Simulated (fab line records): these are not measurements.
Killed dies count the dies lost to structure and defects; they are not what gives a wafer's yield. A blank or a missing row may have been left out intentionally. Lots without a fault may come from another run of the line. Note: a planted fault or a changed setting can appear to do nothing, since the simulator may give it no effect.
Which of the tools did it? ; flow n5_finfet ; 28 wafers from 10 lots sampled at 4 of the route's 1938 steps

## WHAT THE GAUGES READ, wafer by wafer
N5_BEOL_M11_CD_MEAS_18: pitch 140 nm, target cd 70 nm.
lot;measured;on;cd_nm (nm)
L616;day 10 12:43;cd_sem-03;69.4 70.1
L621;day 11 22:16;cd_sem-01;70.0 69.3 69.8
L622;day 12 05:44;cd_sem-03;69.1 69.6 69.2
L628;day 13 13:13;cd_sem-01;69.6 69.3
L629;day 13 19:48;cd_sem-03;70.3 69.9 70.3
L630;day 14 14:50;cd_sem-03;70.2 71.0 70.1
L631;day 14 14:58;cd_sem-01;69.7 71.3 70.6
L634;day 15 18:11;cd_sem-02;68.3 69.4 69.8
L635;day 15 23:44;cd_sem-01;70.1 69.5 70.6
L637;day 16 11:14;cd_sem-03;70.8 69.8 69.8

N5_BEOL_M11_CD_MEAS_28: the cd target is 70 nm.
lot;measured;on;cd_nm (nm)
L616;day 10 13:13;cd_sem-01;69.4 68.9
L621;day 11 22:57;cd_sem-03;63.9 63.6 62.1
L622;day 12 07:24;cd_sem-01;62.1 62.1 63.6
L628;day 13 14:05;cd_sem-01;70.1 69.2
L629;day 13 20:13;cd_sem-01;68.4 70.9 70.7
L630;day 14 16:10;cd_sem-03;71.0 69.1 70.9
L631;day 14 16:00;cd_sem-03;71.4 72.9 70.6
L634;day 15 18:36;cd_sem-02;70.5 70.3 69.1
L635;day 16 03:48;cd_sem-02;70.7 68.7 70.0
L637;day 16 15:05;cd_sem-02;70.5 69.7 69.9

## TOOL THAT RAN EACH LOT (tool first, then ch and the chambers of the sampled wafers, then the start)
lot;N5_BEOL_M11_ETCH_61;N5_BEOL_M11_EXPOSE_25
L616;rie_diel-01 ch 0,1, day 10 12:18;arfi_scanner-01 ch 0, day 10 13:05
L621;rie_diel-01 ch 0,1,2, day 11 21:50;arfi_scanner-01 ch 0, day 11 22:49
L622;rie_diel-05 ch 0,1,2, day 12 05:19;arfi_scanner-01 ch 0, day 12 07:16
L628;rie_diel-05 ch 0,2, day 13 12:43;arfi_scanner-02 ch 0, day 13 13:58
L629;rie_diel-02 ch 1,2,3, day 13 19:23;arfi_scanner-02 ch 0, day 13 20:05
L630;rie_diel-01 ch 1,2,3, day 14 14:22;arfi_scanner-02 ch 0, day 14 16:02
L631;rie_diel-02 ch 1,2,3, day 14 14:34;arfi_scanner-03 ch 0, day 14 15:52
L634;rie_diel-01 ch 1,2, day 15 17:46;arfi_scanner-03 ch 0, day 15 18:28
L635;rie_diel-02 ch 0,1,2, day 15 23:14;arfi_scanner-03 ch 0, day 16 03:40
L637;rie_diel-02 ch 0,2, day 16 10:49;arfi_scanner-02 ch 0, day 16 14:58
- N5_BEOL_M11_ETCH_61: etches SiARC in CF4, target depth 39 nm, time 65 s.
- N5_BEOL_M11_EXPOSE_25: exposes mask V10.

## WHAT THE TOOLS THEMSELVES READ (means of the sampled wafers that have a number; where no wafer has one, the mark that the record gives instead)
N5_BEOL_M11_ETCH_61.
lot;tool;drypump_motor_current_A (A);etch_rf_on_time_s (s);oes_product_au (a.u.);rf_vpp_V (V);showerhead_plenum_p_Torr (Torr);throttle_valve_pct (%)
L616;rie_diel-01;6.2;64.7;0.70;184.0;2.11;15.64
L621;rie_diel-01;6.1;66.5;0.65;184.3;2.14;15.73
L622;rie_diel-05;5.7;66.3;0.62;184.2;2.16;15.80
L628;rie_diel-05;5.8;66.1;0.64;184.6;2.21;15.71
L629;rie_diel-02;5.7;65.3;0.59;184.0;2.12;15.70
L630;rie_diel-01;5.8;66.2;0.63;184.2;2.13;15.73
L631;rie_diel-02;5.6;65.8;0.59;183.4;2.11;15.71
L634;rie_diel-01;6.3;65.1;0.67;183.9;2.17;15.66
L635;rie_diel-02;5.6;64.2;0.60;183.8;2.14;15.70
L637;rie_diel-02;5.2;63.8;0.60;183.0;2.11;15.64

N5_BEOL_M11_EXPOSE_25.
lot;tool;exposure_dose_mJ_cm2
L616;arfi_scanner-01;86.5
L621;arfi_scanner-01;78.6
L622;arfi_scanner-01;80.2
L628;arfi_scanner-02;85.5
L629;arfi_scanner-02;85.3
L630;arfi_scanner-02;85.5
L631;arfi_scanner-03;85.4
L634;arfi_scanner-03;85.4
L635;arfi_scanner-03;85.5
L637;arfi_scanner-02;85.4

## THE ANSWER, worked out from the rows above alone
Rule: what is usual is taken from the lots themselves. Put in order of their means at a reading, lots are off if they are a third of the lots or fewer, leave a main group of 4 or more, and stand apart from it by a gap of 3 or more times the standard deviation of the main group's means; of several such gaps the widest counts. The tables above print the reading to a certain number of digits; a main group whose means all agree to those digits is not used. Also off: a lot with no number at a reading for which 4 or more lots have one. The other lots that the step has rows for count as sound. After the gauges, taken in route order, come the tools' own readings; for these a lot's mean is taken, as printed above. The first step at which some lot is off is used, and at that step the reading that is off furthest; a lot without a number counts as furthest.
Off, at N5_BEOL_M11_CD_MEAS_28 on cd_nm: L621, L622. The main group has a mean of 70.1 nm with a standard deviation of 0.67.
A tool fits if, at a process step before that reading, it ran every lot that is off, and no sound lot after the first of them. The gauges at N5_BEOL_M11_CD_MEAS_28 aren't tried: what is off there is off at N5_BEOL_M11_EXPOSE_25 too, on other tools, and a gauge's error can't cause that. One fits: arfi_scanner-01 at N5_BEOL_M11_EXPOSE_25. Its last sound lot is L616 (day 10 13:05), its first lot that is off L621 (day 11 22:49): a fault that began between those two fits.
On the lots that are off, the tool's own readings at N5_BEOL_M11_EXPOSE_25 differ by more than 5 times the standard deviation of the sound lots' means, which bears it out; exposure_dose_mJ_cm2 reads 79.4 there versus 85.6 on the sound lots.

## WHAT HAD BEEN PUT IN BY THE SIMULATOR
Process parameters drifting: arfi_scanner-01 at N5_BEOL_M11_EXPOSE_25, beginning at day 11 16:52. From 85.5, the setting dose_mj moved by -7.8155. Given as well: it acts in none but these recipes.
Shown lots that were struck: L621, L622. Same finding as the rule above.
